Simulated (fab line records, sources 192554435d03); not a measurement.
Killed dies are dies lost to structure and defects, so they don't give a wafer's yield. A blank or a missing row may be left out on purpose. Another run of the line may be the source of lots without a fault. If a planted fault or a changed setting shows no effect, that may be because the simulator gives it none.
fab line records | flow n5_finfet
[record] lots = 5 wafers = 15 last_day = 17
route steps=1938 shown SDB@351 BEOL_M4@1111 PASSIVATION@1936
lots untouched by any fault: they come from a run of this same line in which no faults occurred
start_h: start of the lot's first displayed wafer, in hours after the record's first day | wait_h: hours from the lot's prior step to this one | " same as the row above | L1.1+2: a single row standing in for several wafers | - no value, or no start was given | * or withheld: withheld | < > ~ a bound
route shown NAME@n: a module of which the file shows steps, and the number in the route of the first | usual: average and standard deviation across the fault-free wafers | same: alike in all rows | chamber/n: place in a boat | sites: readings site by site | _std_site: the standard deviation of these | _edge_site: the outer-site mean with the inner-site mean subtracted | radius_mm: how far each site lies from the wafer's centre | mask NAME#n: copy n | behind: the tool/chamber that last shaped the wafer | hold: what put the lot on hold/how long, in hours/how the hold closed | device: which transistor (n, p or np) failed to switch | end of line: the tests these same wafers got at the end of their route | for a step that has no rows: nothing shown but its recipe | killed: the dies lost at the first sort to structure and to defects; this is not the yield of the wafer | map: a wafer's dies, marking killed ones x, the rest . and places with no die _
set.NAME: the run value of the setting; set.NAME@STEP: its run value at that earlier step | model.NAME: the simulator's own value behind a step, which no gauge read
a table for each step, a row for each wafer; lots at some steps of the route
services: the hour from which a tool's chamber was out of use, counted from the record's first day as start_h (under 0 if before that day), plus the number of hours and why
[[steps]]
[step N5_SDB_EBR_07]
[recipe] solvent = PGMEA ebr_width_mm = 1.5
[step N5_SDB_SOFTBAKE_06]
[recipe] temp_c = 110 time_s = 60 resist = CAR-ArF
[step N5_SDB_EXPOSE_08]
[recipe] mask_id = SDB na = 1.35 source_shape = conventional sigma_outer = 0.5 polarization = unpolarized dose_mj = 49.6
[step N5_SDB_PEB_09]
[recipe] peb_temp_c = withheld peb_time_s = 60 resist = CAR-ArF
[step N5_SDB_DEVELOP_10]
[recipe] develop_time_s = 30 developer = TMAH resist = CAR-ArF rinse_liquid = diw dry = air_spin dev_temp_c = 23
[step N5_SDB_DESCUM_16]
[recipe] chemistry = O2 time_s = 7.9 source_power_w = 50 bias_power_w = 20 pressure_mtorr = 20 rf_frequency_hz = 2.712e+07 temp_c = 40 resist = CAR-ArF o2_flow_sccm = 225
[step N5_SDB_ETCH_17]
[recipe] chemistry = CF4 target = SiARC target_depth_a = 234 mask_material = CAR-ArF time_s = 39 ion_energy_ev = 80 pressure_mtorr = 40 source_w = 545 bias_w = 36 Ar_flow_sccm = 100 cf4_flow_sccm = 100 ends = cleared
[step N5_SDB_ETCH_18]
[recipe] chemistry = N2/H2 target = SOC target_depth_a = 1000 overetch_a = 200 mask_material = SiARC temp_c = 40 time_s = 150 ion_energy_ev = 200 pressure_mtorr = 30 source_w = 840 bias_w = 150 n2_flow_sccm = 200 h2_flow_sccm = 200
[step N5_SDB_STRIP_19]
[recipe] chemistry = N2/H2 temp_c = 40 n2_flow_sccm = 200 h2_flow_sccm = 200 rf_frequency_hz = 6e+07
[step N5_SDB_STRIP_21]
[recipe] chemistry = CF4 resist = SiARC power_w = 300 bias_power_w = 75 pressure_mtorr = 50 cf4_flow_sccm = 150 rf_frequency_hz = 6e+07
[usual] bias_power_w = 75.01/0.2 cf4_flow_sccm = 149.9/0.46 drypump_motor_current_A = 5.7/0.52 oes_product_au = 0.77/0.073 rf_vpp_V = 270.8/1.6 showerhead_plenum_p_Torr = 1.77/0.058 throttle_valve_pct = 13.65/0.2
// columns lot.wafer tool chamber start_h wait_h bias_power_w cf4_flow_sccm drypump_motor_current_A oes_product_au rf_hours_counter_h rf_vpp_V showerhead_plenum_p_Torr throttle_valve_pct model.SiARC_of_SDB_COAT_04.thk_nm
L591.1 rie_diel-06 0 81.19 0.0 75.41 150.4 6.4 0.69 214 270.8 1.76 13.65 0
L591.4 " 1 " " 74.67 149.9 5.6 0.75 148 268.6 1.66 13.73 0
L591.6 " 3 " " 74.97 149.4 5.1 0.69 - 270.0 1.76 13.79 0
L605.2 rie_diel-04 2 163.66 0.0 - - - - - - - - 12.8
L605.3 " 0 " " - - - - - - - - 12.8
L605.5 " 0 " " - - - - - - - - 12.8
L606.1 rie_diel-06 2 168.94 0.0 - - - - - - - - 12.6
L606.4 " 3 " " - - - - - - - - 12.6
L606.6 " 1 " " - - - - - - - - 12.8
L607.1 rie_diel-04 2 174.22 0.0 - - - - - - - - 13
L607.2 " 3 " " - - - - - - - - 12.6
L607.3 " 1 " " - - - - - - - - 13
L612.1 rie_diel-05 3 203.73 0.0 74.86 150.2 5.4 0.74 175 270.3 1.77 13.56 0
L612.2 " 1 " " 74.67 149.7 6.1 0.71 209 270.9 1.71 14.01 0
L612.5 " 3 " " 75.13 149.6 5.5 0.74 - 271.6 1.77 13.57 0
[step N5_SDB_HM_OPEN_20]
[recipe] chemistry = CH3F/O2 target = SiNx mask_material = SOC target_depth_a = 240 stop_on = poly-Si over_etch_frac = 0.4 ion_energy_ev = 120 pressure_mtorr = 30 source_w = 395 bias_w = 73 Ar_flow_sccm = 150 CH3F_flow_sccm = 30 O2_flow_sccm = 20
[step N5_SDB_STRIP_22]
[recipe] chemistry = N2/H2 power_w = 1000 temp_c = 250 h2_frac = 0.65 overash_fraction = 0.3 pressure_mtorr = withheld n2_flow_sccm = 1750 h2_flow_sccm = 3250
[usual] drypump_motor_current_A = 5.5/0.56 h2_flow_sccm = 3248/9.2 heater_power_w = 348/56 oes_product_au = 0.714/0.0044 strip_time_to_endpoint_s = 96.2/0.48
[same] overash_fraction = 0.3
// columns lot.wafer tool chamber start_h wait_h drypump_motor_current_A h2_flow_sccm heater_power_w oes_product_au rf_hours_counter_h strip_time_to_endpoint_s model.SOC_of_SDB_COAT_03.thk_nm
L591.1 plasma_asher-01 0 81.39 0.1 5.1 3239 335 0.714 85 96.8 0
L591.4 " 1 " " 6.5 3249 270 0.707 - 96.5 0
L591.6 " 1 " " 6.5 3253 262 0.711 - 96.8 0
L605.2 plasma_asher-02 0 163.76 0.1 5.4 3233 345 - 52 182.5 85.2
L605.3 " 1 " " 5.1 3246 437 - - 181.4 84.6
L605.5 " 0 " " 5.4 3238 340 - - 181.7 84.8
L606.1 plasma_asher-02 0 169.05 0.1 5.5 3258 342 - 52 179.1 83.4
L606.4 " 1 " " 5.1 3251 436 - - 179.1 83.4
L606.6 " 1 " " 5.1 3241 426 - - 180.6 84.2
L607.1 plasma_asher-02 1 174.47 0.2 5.1 3255 431 - 54 180.2 84
L607.2 " 0 " " 5.5 3247 341 - 54 178.9 83.2
L607.3 " 1 " " 5.1 3262 429 - - 179.7 83.6
L612.1 plasma_asher-01 0 203.83 0.1 5.1 3218 331 0.714 108 96.3 0
L612.2 " 1 " " 6.5 3256 266 0.712 108 95.8 0
L612.5 " 1 " " 6.5 3261 262 0.720 - 95.8 0
[step N5_SDB_PRECLEAN_23]
[recipe] chemistry = dHF time_s = 30 temp_c = 25 dilution = withheld
[step N5_SDB_DUMMY_REMOVE_24]
[recipe] chemistry = TMAH temp_c = 70 target = poly-Si stop_on = SiO2 target_depth_nm = 142 conc_wt_pct = 5 time_s = 57 dry = ipa_marangoni rinse_time_s = 30 rinse_temp_c = 23
[step N5_SDB_ETCH_25]
[recipe] chemistry = C4F6/O2 target = SiO2 target_depth_a = 100 time_s = 3.3 ion_energy_ev = 250 mask_material = SiNx pressure_mtorr = 30 source_w = 345 bias_w = 185 Ar_flow_sccm = 300 C4F6_flow_sccm = 10 O2_flow_sccm = 10
[usual] drypump_motor_current_A = 5.7/0.51 oes_product_au = 0.79/0.09 rf_vpp_V = 665/14 showerhead_plenum_p_Torr = 2.81/0.098 throttle_valve_pct = 21.22/0.21
[same] time_s = 3.3
// columns lot.wafer tool chamber start_h wait_h drypump_motor_current_A oes_product_au rf_hours_counter_h rf_vpp_V showerhead_plenum_p_Torr throttle_valve_pct model.SiARC_of_SDB_COAT_04.thk_nm
L591.1 rie_diel-04 3 81.60 0.0 4.9 0.76 124 668 2.76 21.42 0
L591.4 " 2 " " 4.9 0.73 174 681 2.96 21.24 0
L591.6 " 0 " " 6.1 0.78 - 656 2.98 21.27 0
L605.2 rie_diel-05 2 163.98 0.0 6.5 0.81 123 689 2.84 20.99 5.8
L605.3 " 0 " " 5.8 0.74 176 673 2.81 21.41 5.6
L605.5 " 1 " " 6.2 0.73 - 641 2.68 21.33 5.4
L606.1 rie_diel-06 0 169.29 0.1 6.5 0.67 240 663 2.82 21.33 5.2
L606.4 " 3 " " 5.1 0.93 11 669 2.79 21.02 5
L606.6 " 2 " " 5.6 0.93 - 666 2.88 20.81 5.4
L607.1 rie_diel-05 3 175.07 0.4 5.4 0.76 165 676 2.84 21.23 5.8
L607.2 " 0 " " 5.7 0.73 181 675 2.81 21.40 5.4
L607.3 " 1 " " 6.1 0.73 197 642 2.68 21.34 5.6
L612.1 rie_diel-05 3 204.06 0.0 5.4 0.76 175 677 2.84 21.25 0
L612.2 " 0 " " 5.7 0.73 192 674 2.81 21.42 0
L612.5 " 3 " " 5.4 0.76 - 675 2.84 21.24 0
[step N5_SDB_CUT_ETCH_26]
[recipe] chemistry = HBr/Cl2/O2 target = Si target_depth_a = 1296 bt_time_s = 20 mask_material = SiNx time_s = 51.8 ion_energy_ev = * bias_w = * pressure_mtorr = 10 icp_w = 800 HBr_flow_sccm = 150 Cl2_flow_sccm = 80 O2_flow_sccm = 12
[usual] drypump_motor_current_A = 5.5/0.37 oes_product_au = 1.002/0.017 throttle_valve_pct = 37.07/0.24
[same] time_s = 51.8
// columns lot.wafer tool chamber start_h wait_h drypump_motor_current_A oes_product_au rf_hours_counter_h throttle_valve_pct model.SOC_of_SDB_COAT_03.thk_nm
L591.1 rie_si-03 0 81.69 0.1 5.2 0.996 159 36.84 0
L591.4 " 2 " " 5.3 1.026 48 36.86 0
L591.6 " 2 " " 5.3 1.025 - 36.84 0
L605.2 rie_si-06 3 164.07 0.1 5.8 0.990 23 36.69 66.8
L605.3 " 2 " " 5.0 0.974 72 37.22 65.8
L605.5 " 2 " " 5.0 0.964 - 37.25 65.4
L606.1 rie_si-05 1 169.37 0.1 5.2 0.997 64 37.31 62
L606.4 " 3 " " 5.0 1.019 1 37.43 63
L606.6 " 2 " " 5.6 0.968 - 37.05 64.6
L607.1 rie_si-03 0 175.15 0.1 5.2 0.998 161 36.85 65.4
L607.2 " 1 " " 5.9 1.018 123 37.43 62.8
L607.3 " 2 " " 5.3 1.032 50 36.87 63.2
L612.1 rie_si-06 1 204.15 0.1 5.4 1.004 67 36.92 0
L612.2 " 2 " " 5.0 0.976 73 37.22 0
L612.5 " 3 " " 5.9 0.990 - 36.71 0
[step N5_SDB_PRECLEAN_38]
[recipe] chemistry = dHF time_s = 10 dilution = 750:1 temp_c = 25
[step N5_BEOL_M4_RC_MEAS_101]
[usual] DIBL_N = 35.9/1.9 DIBL_P = 35.8/2.4 IOFF_N = 0.15/0.031 IOFF_P = 0.21/0.037 ION_N = 672/13 ION_P = 462/8.3 SS_N = 71.5/0.72 SS_P = 73.2/0.67 VT_N = 250/3.4 VT_P = -250/3.4
// columns lot.wafer tool chamber start_h wait_h DIBL_N[mV/V] DIBL_P[mV/V] IOFF_N[nA/um] IOFF_P[nA/um] ION_N[uA/um] ION_P[uA/um] SS_N[mV/dec] SS_P[mV/dec] VT_N[mV] VT_P[mV]
L591.1 prober-02 0 184.82 0.0 33.5 34.2 0.13 0.15 664 452 71.4 72.9 253 -256
L591.4 " 0 " " 35.1 36.1 0.14 0.17 671 453 71.6 73.5 252 -257
L591.6 " 0 " " 33.6 33.3 0.11 0.13 644 437 71.1 72.4 257 -261
L612.1 prober-02 0 313.58 0.0 34.6 33.2 0.13 0.19 672 468 70.9 72.1 253 -247
L612.2 " 0 " " 33.2 31.9 0.11 0.18 656 461 71.2 71.9 255 -248
L612.5 " 0 " " 34.8 33.0 0.13 0.19 670 464 70.8 72.3 255 -250
[step N5_PASSIVATION_PROBE_49]
[usual] defect_limited_yield = 91.6/1.2 killed_at_M0_to_M3 = 33/9.4 killed_at_M4_up = 13/5.2 killed_at_contacts = 13/5.6 killed_at_front_end = 37/9.5 killed_at_other = 4/3.1 killed_dies = 99/15 killed_on_rim = 13/3.6 killed_open = 65/11 killed_short = 32/7.5 sort_bin_5_function = 4.9/0.77 sort_bin_6_memory = 3.1/0.65 sort_bin_8_speed = 0.01/0.056 sort_n_pass = 1081/15 sort_yield_pct = 91.6/1.2
[same] gross_dies = 1180 killed_at_back_side = 0 sort_bin_4_leakage[%] = 0
// columns lot.wafer tool chamber start_h wait_h defect_limited_yield[%] killed_at_M0_to_M3 killed_at_M4_up killed_at_contacts killed_at_front_end killed_at_other killed_dies killed_on_rim killed_open killed_short sort_bin_5_function[%] sort_bin_6_memory[%] sort_bin_8_speed[%] sort_n_pass sort_yield_pct[%]
L591.1 prober-01 - 292.31 0.0 90.4 44 9 19 35 6 113 9 68 44 5.5 3.6 0 1067 90.4
L591.4 prober-01 - 292.46 0.2 91.2 31 11 21 36 5 104 18 63 37 4.7 3.6 0 1076 91.2
L591.6 prober-01 - 292.56 0.3 90.2 31 17 20 44 4 116 18 79 36 5.8 3.8 0.51 1058 89.7
L606.1 prober-01 - 367.32 0.0 0 27 15 4 1130 4 1180 152 51 32 97.2 2.6 0 0 0
L606.4 prober-01 - 367.47 0.2 0 31 11 9 1127 2 1180 152 67 36 95.4 4.3 0 0 0
L606.6 prober-01 - 367.57 0.3 0 32 19 3 1123 3 1180 152 68 33 96.4 3.2 0 0 0
L605.2 prober-01 - 374.83 0.1 0 49 14 16 1098 3 1180 152 76 33 96.6 3.1 0 0 0
L605.3 prober-01 - 374.88 0.1 0 42 16 24 1098 0 1180 152 82 33 96.2 3.8 0 0 0
L605.5 prober-01 - 374.98 0.2 0 40 17 15 1104 4 1180 152 71 34 96.1 3.6 0 0 0
L607.1 prober-01 - 393.91 0.0 0 44 10 16 1105 5 1180 152 85 27 95.8 4.2 0 0 0
L607.2 prober-01 - 393.96 0.1 0 24 7 12 1134 3 1180 152 50 30 96.9 2.6 0 0 0
L607.3 prober-01 - 394.01 0.1 0 37 9 12 1108 14 1180 152 68 40 95.8 3.8 0 0 0
// killed by level:class
L591.1 BEOL_M3:geometric_particle:open=15 MOL_CONTACT_COAG:geometric_particle:open=13 BEOL_M1:geometric_particle:short=7 DUMMY_GATE:geometric_particle:open=7 STI_FIN_REVEAL:geometric_particle:open=6 MOL_CONTACT_COAG:geometric_particle:short=6 BEOL_M0_SAQP:geometric_particle:short=6 BEOL_M0_SAQP:geometric_particle:open=6
L591.4 MOL_CONTACT_COAG:geometric_particle:open=17 FIN_SAQP:geometric_particle:short=11 BEOL_M2:geometric_particle:open=8 BEOL_M3:geometric_particle:open=8 FIN_SAQP:geometric_particle:open=5 STI_FIN_REVEAL:geometric_particle:open=5 BEOL_M0_SAQP:geometric_particle:open=5 BEOL_M4:geometric_particle:open=4
L591.6 MOL_CONTACT_COAG:geometric_particle:open=17 FIN_SAQP:geometric_particle:short=11 BEOL_M3:geometric_particle:open=10 BEOL_M4:geometric_particle:open=10 DUMMY_GATE:geometric_particle:open=9 STI_FIN_REVEAL:geometric_particle:open=7 FIN_SAQP:geometric_particle:open=6 SPACER0:geometric_particle:short=5
L606.1 SDB:area_strip=1095 BEOL_M0_SAQP:geometric_particle:short=13 STI_FIN_REVEAL:geometric_particle:open=10 BEOL_M4:geometric_particle:open=8 BEOL_M0_SAQP:geometric_particle:open=6 FIN_SAQP:geometric_particle:open=4 GATE_CUT:geometric_particle:short=4 BEOL_M1:geometric_particle:open=3
L606.4 SDB:area_strip=1072 STI_FIN_REVEAL:geometric_particle:open=14 FIN_SAQP:geometric_particle:short=9 BEOL_M0_SAQP:geometric_particle:short=9 FIN_SAQP:geometric_particle:open=8 MOL_CONTACT_COAG:geometric_particle:open=8 BEOL_M3:geometric_particle:open=7 BEOL_M4:geometric_particle:open=6
L606.6 SDB:area_strip=1078 BEOL_M4:geometric_particle:open=11 FIN_SAQP:geometric_particle:open=7 STI_FIN_REVEAL:geometric_particle:open=7 BEOL_M0_SAQP:geometric_particle:short=7 BEOL_M0_SAQP:geometric_particle:open=6 BEOL_M3:geometric_particle:open=6 FIN_SAQP:geometric_particle:short=5
L605.2 SDB:area_strip=1071 BEOL_M0_SAQP:geometric_particle:open=12 MOL_CONTACT_COAG:geometric_particle:open=12 BEOL_M0_SAQP:geometric_particle:short=12 BEOL_M2:geometric_particle:open=9 STI_FIN_REVEAL:geometric_particle:open=8 BEOL_M4:geometric_particle:open=8 BEOL_M3:geometric_particle:open=7
L605.3 SDB:area_strip=1064 MOL_CONTACT_COAG:geometric_particle:open=19 BEOL_M0_SAQP:geometric_particle:short=7 BEOL_M0_SAQP:geometric_particle:open=7 BEOL_M2:geometric_particle:open=7 BEOL_M3:geometric_particle:open=7 FIN_SAQP:geometric_particle:open=6 FIN_SAQP:geometric_particle:short=5
L605.5 SDB:area_strip=1075 MOL_CONTACT_COAG:geometric_particle:open=14 BEOL_M4:geometric_particle:open=11 BEOL_M0_SAQP:geometric_particle:short=10 BEOL_M0_SAQP:geometric_particle:open=9 STI_FIN_REVEAL:geometric_particle:open=7 DUMMY_GATE:geometric_particle:open=7 BEOL_M1:geometric_particle:open=6
L607.1 SDB:area_strip=1066 BEOL_M1:geometric_particle:open=16 FIN_SAQP:geometric_particle:open=13 MOL_CONTACT_COAG:geometric_particle:open=13 BEOL_M0_SAQP:geometric_particle:open=11 BEOL_M0_SAQP:geometric_particle:short=8 FIN_SAQP:geometric_particle:short=6 BEOL_M0:geometric_particle:open=5
L607.2 SDB:area_strip=1100 MOL_CONTACT_COAG:geometric_particle:open=10 DUMMY_GATE:geometric_particle:open=8 BEOL_M0_SAQP:geometric_particle:short=8 FIN_SAQP:geometric_particle:open=6 FIN_SAQP:geometric_particle:short=6 STI_FIN_REVEAL:geometric_particle:open=4 BEOL_M0_SAQP:geometric_particle:open=4
L607.3 SDB:area_strip=1070 FIN_SAQP:geometric_particle:open=15 BEOL_M0_SAQP:geometric_particle:short=12 MOL_CONTACT_COAG:geometric_particle:open=9 BEOL_M0_SAQP:geometric_particle:open=9 BEOL_M2:geometric_particle:open=8 FIN_SAQP:geometric_particle:short=7 DUMMY_GATE:geometric_particle:open=5
// map L605.2 (x killed, . not)
_________________xxxxxxxxxxxx________________
______________xxxxxxxxxxxxxxxxxx_____________
___________xxxxxxxxxxxxxxxxxxxxxxxx__________
__________xxxxxxxxxxxxxxxxxxxxxxxxxx_________
________xxxxxxxxxxxxxxxxxxxxxxxxxxxxxx_______
_______xxxxxxxxxxxxxxxxxxxxxxxxxxxxxxxx______
______xxxxxxxxxxxxxxxxxxxxxxxxxxxxxxxxxx_____
_____xxxxxxxxxxxxxxxxxxxxxxxxxxxxxxxxxxxx____
____xxxxxxxxxxxxxxxxxxxxxxxxxxxxxxxxxxxxxx___
___xxxxxxxxxxxxxxxxxxxxxxxxxxxxxxxxxxxxxxxx__
___xxxxxxxxxxxxxxxxxxxxxxxxxxxxxxxxxxxxxxxx__
__xxxxxxxxxxxxxxxxxxxxxxxxxxxxxxxxxxxxxxxxxx_
__xxxxxxxxxxxxxxxxxxxxxxxxxxxxxxxxxxxxxxxxxx_
_xxxxxxxxxxxxxxxxxxxxxxxxxxxxxxxxxxxxxxxxxxxx
_xxxxxxxxxxxxxxxxxxxxxxxxxxxxxxxxxxxxxxxxxxxx
_xxxxxxxxxxxxxxxxxxxxxxxxxxxxxxxxxxxxxxxxxxxx
_xxxxxxxxxxxxxxxxxxxxxxxxxxxxxxxxxxxxxxxxxxxx
_xxxxxxxxxxxxxxxxxxxxxxxxxxxxxxxxxxxxxxxxxxxx
_xxxxxxxxxxxxxxxxxxxxxxxxxxxxxxxxxxxxxxxxxxxx
_xxxxxxxxxxxxxxxxxxxxxxxxxxxxxxxxxxxxxxxxxxxx
_xxxxxxxxxxxxxxxxxxxxxxxxxxxxxxxxxxxxxxxxxxxx
__xxxxxxxxxxxxxxxxxxxxxxxxxxxxxxxxxxxxxxxxxx_
__xxxxxxxxxxxxxxxxxxxxxxxxxxxxxxxxxxxxxxxxxx_
___xxxxxxxxxxxxxxxxxxxxxxxxxxxxxxxxxxxxxxxx__
___xxxxxxxxxxxxxxxxxxxxxxxxxxxxxxxxxxxxxxxx__
____xxxxxxxxxxxxxxxxxxxxxxxxxxxxxxxxxxxxxx___
_____xxxxxxxxxxxxxxxxxxxxxxxxxxxxxxxxxxxx____
______xxxxxxxxxxxxxxxxxxxxxxxxxxxxxxxxxx_____
_______xxxxxxxxxxxxxxxxxxxxxxxxxxxxxxxx______
________xxxxxxxxxxxxxxxxxxxxxxxxxxxxxx_______
__________xxxxxxxxxxxxxxxxxxxxxxxxxx_________
___________xxxxxxxxxxxxxxxxxxxxxxxx__________
______________xxxxxxxxxxxxxxxxxx_____________
_________________xxxxxxxxxxxx________________
// map L606.1 (x killed, . not)
_________________xxxxxxxxxxxx________________
______________xxxxxxxxxxxxxxxxxx_____________
___________xxxxxxxxxxxxxxxxxxxxxxxx__________
__________xxxxxxxxxxxxxxxxxxxxxxxxxx_________
________xxxxxxxxxxxxxxxxxxxxxxxxxxxxxx_______
_______xxxxxxxxxxxxxxxxxxxxxxxxxxxxxxxx______
______xxxxxxxxxxxxxxxxxxxxxxxxxxxxxxxxxx_____
_____xxxxxxxxxxxxxxxxxxxxxxxxxxxxxxxxxxxx____
____xxxxxxxxxxxxxxxxxxxxxxxxxxxxxxxxxxxxxx___
___xxxxxxxxxxxxxxxxxxxxxxxxxxxxxxxxxxxxxxxx__
___xxxxxxxxxxxxxxxxxxxxxxxxxxxxxxxxxxxxxxxx__
__xxxxxxxxxxxxxxxxxxxxxxxxxxxxxxxxxxxxxxxxxx_
__xxxxxxxxxxxxxxxxxxxxxxxxxxxxxxxxxxxxxxxxxx_
_xxxxxxxxxxxxxxxxxxxxxxxxxxxxxxxxxxxxxxxxxxxx
_xxxxxxxxxxxxxxxxxxxxxxxxxxxxxxxxxxxxxxxxxxxx
_xxxxxxxxxxxxxxxxxxxxxxxxxxxxxxxxxxxxxxxxxxxx
_xxxxxxxxxxxxxxxxxxxxxxxxxxxxxxxxxxxxxxxxxxxx
_xxxxxxxxxxxxxxxxxxxxxxxxxxxxxxxxxxxxxxxxxxxx
_xxxxxxxxxxxxxxxxxxxxxxxxxxxxxxxxxxxxxxxxxxxx
_xxxxxxxxxxxxxxxxxxxxxxxxxxxxxxxxxxxxxxxxxxxx
_xxxxxxxxxxxxxxxxxxxxxxxxxxxxxxxxxxxxxxxxxxxx
__xxxxxxxxxxxxxxxxxxxxxxxxxxxxxxxxxxxxxxxxxx_
__xxxxxxxxxxxxxxxxxxxxxxxxxxxxxxxxxxxxxxxxxx_
___xxxxxxxxxxxxxxxxxxxxxxxxxxxxxxxxxxxxxxxx__
___xxxxxxxxxxxxxxxxxxxxxxxxxxxxxxxxxxxxxxxx__
____xxxxxxxxxxxxxxxxxxxxxxxxxxxxxxxxxxxxxx___
_____xxxxxxxxxxxxxxxxxxxxxxxxxxxxxxxxxxxx____
______xxxxxxxxxxxxxxxxxxxxxxxxxxxxxxxxxx_____
_______xxxxxxxxxxxxxxxxxxxxxxxxxxxxxxxx______
________xxxxxxxxxxxxxxxxxxxxxxxxxxxxxx_______
__________xxxxxxxxxxxxxxxxxxxxxxxxxx_________
___________xxxxxxxxxxxxxxxxxxxxxxxx__________
______________xxxxxxxxxxxxxxxxxx_____________
_________________xxxxxxxxxxxx________________
[[services]]
// columns tool chamber start_h hours kind
rie_diel-05 3 71.28 7.9 repair
rie_diel-04 - 74.60 3.1 repair
rie_si-05 0 74.62 4.3 repair
rie_diel-06 0 82.55 4.1 repair
rie_diel-06 2 88.38 - clean
rie_diel-06 2 88.38 - consumable_replace:focus_ring
rie_diel-06 2 88.38 20.5 scheduled_down
rie_diel-06 2 88.38 20.5 vent_cycle
rie_diel-05 1 93.73 1.5 repair
rie_si-05 3 95.85 - clean
rie_si-05 3 95.85 15.2 scheduled_down
rie_si-03 - 98.94 0.1 repair
rie_diel-06 3 112.52 - clean
rie_diel-06 3 112.52 - consumable_replace:focus_ring
rie_diel-06 3 112.52 19.5 scheduled_down
rie_diel-06 3 112.52 19.5 vent_cycle
plasma_asher-02 - 120.23 10.0 pm
rie_si-03 1 120.34 4.1 repair
rie_diel-05 - 130.49 0.3 repair
rie_si-03 - 146.98 0.6 repair
rie_diel-04 0 167.03 32.6 repair
plasma_asher-01 - 171.54 10.0 pm
rie_si-06 - 184.18 2.8 pm
rie_diel-04 3 191.39 5.6 repair
[[key]]
[first_sign] step = N5_SDB_STRIP_21 reading = tool_record direction = missing
[effect] step = N5_SDB_STRIP_22 reading = strip_time_to_endpoint_s direction = up sigmas = 99+ usual = * struck = *
[effect] step = N5_PASSIVATION_PROBE_49 reading = sort_bin_5_function direction = up sigmas = 99+ usual = 4.9 struck = 96.3
[model_effect] step = N5_SDB_STRIP_21 value = SiARC_of_SDB_COAT_04.thk_nm without = 0 struck = 12.78
[model_effect] step = N5_SDB_STRIP_22 value = SOC_of_SDB_COAT_03.thk_nm without = 0 struck = 84.04
[model_effect] step = N5_SDB_ETCH_25 value = SiARC_of_SDB_COAT_04.thk_nm without = 0 struck = 5.467
[model_effect] step = N5_SDB_CUT_ETCH_26 value = SOC_of_SDB_COAT_03.thk_nm without = 0 struck = 64.33
[more_kills_born_at] N5_SDB_STRIP_21@rie_diel-04 = 6446 N5_SDB_STRIP_21@rie_diel-06 = 3245
met_at N5_SDB_STRIP_21
struck_wafers L605.2,L605.3,L605.5,L606.1,L606.4,L606.6,L607.1,L607.2,L607.3
later_rows_left_out L605.2,L605.3,L605.5,L606.1,L606.4,L606.6,L607.1,L607.2,L607.3
onset_between 81.19 163.66
[fault] kind = skipped_step_whole tool = rie_diel-04,rie_diel-06 chamber = - onset_h = 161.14 steps = N5_SDB_STRIP_21 scope = struck_lots_only
// later_rows_left_out: the simulator's readings of these wafers behind a module that went badly wrong aren't trusted and aren't shown, but for the sort
